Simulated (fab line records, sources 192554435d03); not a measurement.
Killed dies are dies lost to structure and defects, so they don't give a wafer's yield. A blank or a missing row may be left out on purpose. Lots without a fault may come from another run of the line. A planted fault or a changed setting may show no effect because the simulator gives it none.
Split-lot experiment | flow n5_finfet | 7 lots, 21 wafers read, on a route of 1938 steps

THE SPLIT
At N5_BEOL_M5_ETCH_41 (etches SiCN in CH3F/O2, target depth 31.5 nm, time 56.7 s), the setting source_w was moved away from the recipe's 395 W on 7 of the 21 wafers read, by -15.6% to +6.2%. The other wafers ran this setting at the recipe's value.

The reading is taken at the split's own step.

THE READING
rf_vpp_V, in V, at N5_BEOL_M5_ETCH_41 (etches SiCN in CH3F/O2, target depth 31.5 nm, time 56.7 s). Fault-free wafers of this fab line usually give 298.5 V, standard deviation 1.2 V.

wafer  | tool, chamber at the split | source_w as run, W | against the recipe | rf_vpp_V, V | against lot-mates on the recipe
L074.2 | rie_diel-06, 0             | 395                | recipe             | 298.5       | -
L074.3 | rie_diel-06, 1             | 395                | recipe             | 297.6       | -
L074.4 | rie_diel-06, 1             | 395                | recipe             | 297.7       | -
L077.3 | rie_diel-03, 1             | 416.3              | +5.4%              | 292.7       | -5.6
L077.4 | rie_diel-03, 2             | 395                | recipe             | 298.3       | -
L077.6 | rie_diel-03, 2             | 416.3              | +5.4%              | 294.7       | -3.6
L080.1 | rie_diel-03, 1             | 395                | recipe             | 299.4       | -
L080.3 | rie_diel-03, 2             | 395                | recipe             | 299.9       | -
L080.5 | rie_diel-03, 2             | 395                | recipe             | 297.5       | -
L082.1 | rie_diel-03, 2             | 395                | recipe             | 297.6       | -
L082.2 | rie_diel-03, 0             | 343.6              | -13.0%             | 313.6       | +15.6
L082.3 | rie_diel-03, 1             | 395                | recipe             | 298.3       | -
L087.2 | rie_diel-01, 0             | 395                | recipe             | 299.6       | -
L087.5 | rie_diel-01, 2             | 395                | recipe             | 298.3       | -
L087.6 | rie_diel-01, 1             | 395                | recipe             | 299.7       | -
L095.2 | rie_diel-01, 3             | 419.6              | +6.2%              | 290.0       | -9.3
L095.4 | rie_diel-01, 0             | 395                | recipe             | 299.3       | -
L095.5 | rie_diel-01, 3             | 419.6              | +6.2%              | 290.1       | -9.2
L096.2 | rie_diel-03, 0             | 333.2              | -15.6%             | 315.0       | +17.3
L096.4 | rie_diel-03, 1             | 333.2              | -15.6%             | 315.8       | +18.1
L096.6 | rie_diel-03, 1             | 395                | recipe             | 297.7       | -

THE FIT
A straight line over all 21 wafers: rf_vpp_V changes by -1.11 V for each +1% of source_w; r = -0.99; the points scatter about the line by 1 V.
The same after taking each lot's own level away (the mean of its wafers on the recipe; 21 wafers): -1.16 V for each +1%; r = -0.99; scatter 1.1 V.
On that fit, the largest move of source_w shifts the reading by 18 V.
The lots' own levels span 297.70 to 299.30 V, that is 1.3 times the standard deviation above.
So the lot-to-lot level changes the slope little: the two slopes agree.
Check: with one of the wafers moved furthest among these (-15.6%) left out of the fit, the line predicts +18.5 V for it against its lot-mates. It came out at +17.3 V against them.
Tool readings at the split's step, against how far the setting was moved: rf_vpp_V r = -0.99.

THE WHOLE CHAIN: every reading that the file lists as answering this split, in the file's order
step               | what it does                                              | reading                                                        | change (the file's fit)                | r (the file's)
N5_BEOL_M5_ETCH_41 | etches SiCN in CH3F/O2, target depth 31.5 nm, time 56.7 s | rf_vpp_V                                                       | -1.17 V for each +1% of the setting    | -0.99
N5_BEOL_M5_ETCH_41 | etches SiCN in CH3F/O2, target depth 31.5 nm, time 56.7 s | etch.depth_nm (the simulator's own value, which no gauge read) | +0.0899 nm for each +1% of the setting | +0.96

THE FILE'S OWN FIT
rf_vpp_V changes by -1.17 V for each +1% of source_w, r = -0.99.
